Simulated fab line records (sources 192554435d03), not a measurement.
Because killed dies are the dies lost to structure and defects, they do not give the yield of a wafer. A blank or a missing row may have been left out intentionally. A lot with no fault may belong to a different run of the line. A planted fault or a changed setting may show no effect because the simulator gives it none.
Struck lot and sound lot, side by side || flow n5 finfet || 40 out of 1938 route steps
Sound: wafers L444.1, L444.3, L444.4. Struck: wafer L447.6 (left out: L447.3, a lot-mate that was not struck); the cause follows at the end.
Each step with rows lists, per side, the tool, then ch with its chambers, then its first start. Under that, the readings that differ: sound wafers || struck wafers || difference of the means || sigmas: that difference in standard deviations of wafers without a fault.
alike: readings with means less than 2 such deviations apart, plus words and numbers identical on both sides. not compared: withheld readings, readings lacking a value on some wafer, bounds such as >300 that could conceal the same value, and numbers that have no deviation in the record and whose values overlap.
A row with sigmas, a row that says differs or no value, or rows on one side alone: a step with any of these is where the two part. Non-overlapping numbers with no deviation appear without sigmas and do not part them. A reading that every wafer of one side lacks parts them only if that side has two wafers or more.

first, 10 steps without rows for these wafers: N5_HKMG_FIN_CMP_23 (polishes, stops on SiNx, t overpolish 10 s, target thk 46.326 nm); N5_HKMG_FIN_CMP_94 (polishes, stops on SiNx, t overpolish 4.7 s, target thk 43.299 nm); N5_GATE_CUT_ETCHBACK_00 (etches W in SF6/Cl2); N5_GATE_CUT_ETCH_56 (etches TiN in Cl2/Ar, target depth 21.6 nm); N5_GATE_CUT_ETCHBACK_30 (etches TiN in Cl2/Ar, target depth 3 nm); N5_GATE_CUT_VAPOR_ETCH_60 (etches HfO2 in BCl3/Cl2); N5_GATE_CUT_ETCH_58 (etches SiNx in CH3F/O2, target depth 17 nm, time 128.6 s); N5_GATE_CUT_STRIP_59 (strips in N2/H2, time 20 s); N5_GATE_CUT_PRECLEAN_31 (cleans in DIW, time 300 s); N5_GATE_CUT_SRD_32 (time 30 s).
N5_GATE_CUT_SAC_CAP_01: material SiNx, target thk 24 nm, pulse time 1 s, ald cycles 480.
  sound on ald sin-04 ch 0,1,2, day 7 22:01; struck on ald sin-03 ch 2, day 8 15:39
{"reading": "ald cycles", "sound": "480 480 480", "struck": 322, "difference": -158, "sigmas": ""}
{"reading": "model.SiNx_of_GATE_CUT_SAC_CAP_01.thk nm (nm)", "sound": "24.2 24 24.2", "struck": 16.2, "difference": -7.9, "sigmas": ""}
  alike: heater power w, precursor pulse height rel
then, 25 steps without rows for these wafers: N5_GATE_CUT_PECVD_57 (deposits SiNx from SiH4/NH3/N2, target thk 21 nm); N5_GATE_CUT_CMP_02 (polishes, stops on SiO2, t overpolish 12.7 s, target thk 0 nm); N5_GATE_CUT_HM_DEP_46 (deposits SiO2 from TEOS/O2, target thk 130 nm, time 26.6 s); N5_GATE_CUT_COAT_34 (time 60 s, resist thk 60 nm); N5_GATE_CUT_COAT_35 (time 60 s, resist thk 10 nm); N5_GATE_CUT_COAT_27 (time 60 s, resist thk 10 nm); N5_GATE_CUT_COAT_07 (resist thk 30 nm); N5_GATE_CUT_EBR_09; N5_GATE_CUT_SOFTBAKE_08 (time 60 s); N5_GATE_CUT_EXPOSE_10 (exposes mask GATE CUT, target cd 20 nm); N5_GATE_CUT_PEB_11 (peb time 60 s); N5_GATE_CUT_DEVELOP_12 (develop time 30 s); N5_GATE_CUT_DESCUM_18 (chemistry O2, time 7 s); N5_GATE_CUT_ETCH_28 (etches underlayer in N2/H2, target depth 13 nm, time 10.4 s); N5_GATE_CUT_ETCH_36 (etches SiARC in CF4, target depth 13 nm, time 21.7 s); N5_GATE_CUT_ETCH_37 (etches SOC in N2/H2, target depth 60 nm, overetch 12 nm, time 90 s); N5_GATE_CUT_STRIP_38 (strips in N2/H2); N5_GATE_CUT_STRIP_39 (strips in N2/H2); N5_GATE_CUT_HM_OPEN_40 (chemistry C4F6/O2, target SiO2, target depth 139 nm, time 85.1 s); N5_GATE_CUT_STRIP_41 (strips in CF4); N5_GATE_CUT_STRIP_42 (strips in O2); N5_GATE_CUT_ETCH_19 (etches SiNx in CH3F/O2, target depth 53.7 nm, time 76.7 s); N5_GATE_CUT_CUT_ETCH_53 (etches W in SF6/Cl2, target depth 79.2 nm); N5_GATE_CUT_CUT_ETCH_54 (etches TiN in Cl2/BCl3, target depth 96.7 nm); N5_GATE_CUT_CUT_ETCH_55 (etches HfO2 in BCl3, target depth 3.2 nm).
N5_MOL_CONTACT_COAG_CMP_28: polishes, stops on SiNx, t overpolish 0.85 s, target thk 14.522 nm.
  sound on cmp-03 ch 0,1,3, day 8 13:46; struck on cmp-03 ch 0, day 9 05:26
{"reading": "model.SiNx_of_GATE_CUT_SAC_CAP_01.thk nm (nm)", "sound": "18 18 18", "struck": 12, "difference": -6, "sigmas": ""}
  alike: motor current A, time to endpoint s
N5_MOL_CONTACT_COAG_THK_MEAS_29:
  sound on film metro-01 at day 8 14:03; struck on film metro-02 at day 9 05:37
{"reading": "MD_CAP_THK (nm)", "sound": "18.07 17.96 18.03", "struck": 11.99, "difference": -6.03, "sigmas": -74}
N5_MOL_CONTACT_COAG_ETCH_47: etches SiNx in CH3F/O2, stops on W, target depth 27 nm.
  sound on rie diel-04 ch 0,1,3, day 8 15:46; struck on rie diel-04 ch 1, day 9 07:37
{"reading": "etch rf on time s (s)", "sound": "31.3 30.4 30.4", "struck": 20.2, "difference": -10.5, "sigmas": -16}
{"reading": "model.etch.t clear s (s)", "sound": "26.08 25.33 25.37", "struck": 16.87, "difference": -8.72, "sigmas": ""}
{"reading": "model.MOL_CONTACT_COAG.feature depth nm (nm)", "sound": "18.6 18.6 18.6", "struck": 12.4, "difference": -6.2, "sigmas": ""}
{"reading": "model.etch.depth nm (nm)", "sound": "18.01 17.92 18.03", "struck": 12.04, "difference": -5.95, "sigmas": ""}
  alike: drypump motor current A, oes product au, rf vpp V, showerhead plenum p Torr, throttle valve pct
  not compared: rf hours counter h
-- the record jumps here: 3 days lie between the struck wafers' starts before and after (it left off in module MOL_CONTACT_COAG and takes up again in module BEOL_M4, whose first step shown is number 1111 of the route) --
N5_BEOL_M4_RC_MEAS_101:
  sound on prober-02 ch 0, day 11 04:02; struck on prober-01 ch 0, day 12 04:23
  alike: DIBL_N, DIBL_P, IOFF_N, IOFF_P, ION_N, ION_P, SS_N, SS_P, VT_N, VT_P

## WHERE THEY PART
Last at N5_MOL_CONTACT_COAG_ETCH_47 as far as this record goes, first at N5_MOL_CONTACT_COAG_THK_MEAS_29. Later steps at which nothing parts them and some readings are alike: N5_BEOL_M4_RC_MEAS_101.

WHY: what the simulator had put in
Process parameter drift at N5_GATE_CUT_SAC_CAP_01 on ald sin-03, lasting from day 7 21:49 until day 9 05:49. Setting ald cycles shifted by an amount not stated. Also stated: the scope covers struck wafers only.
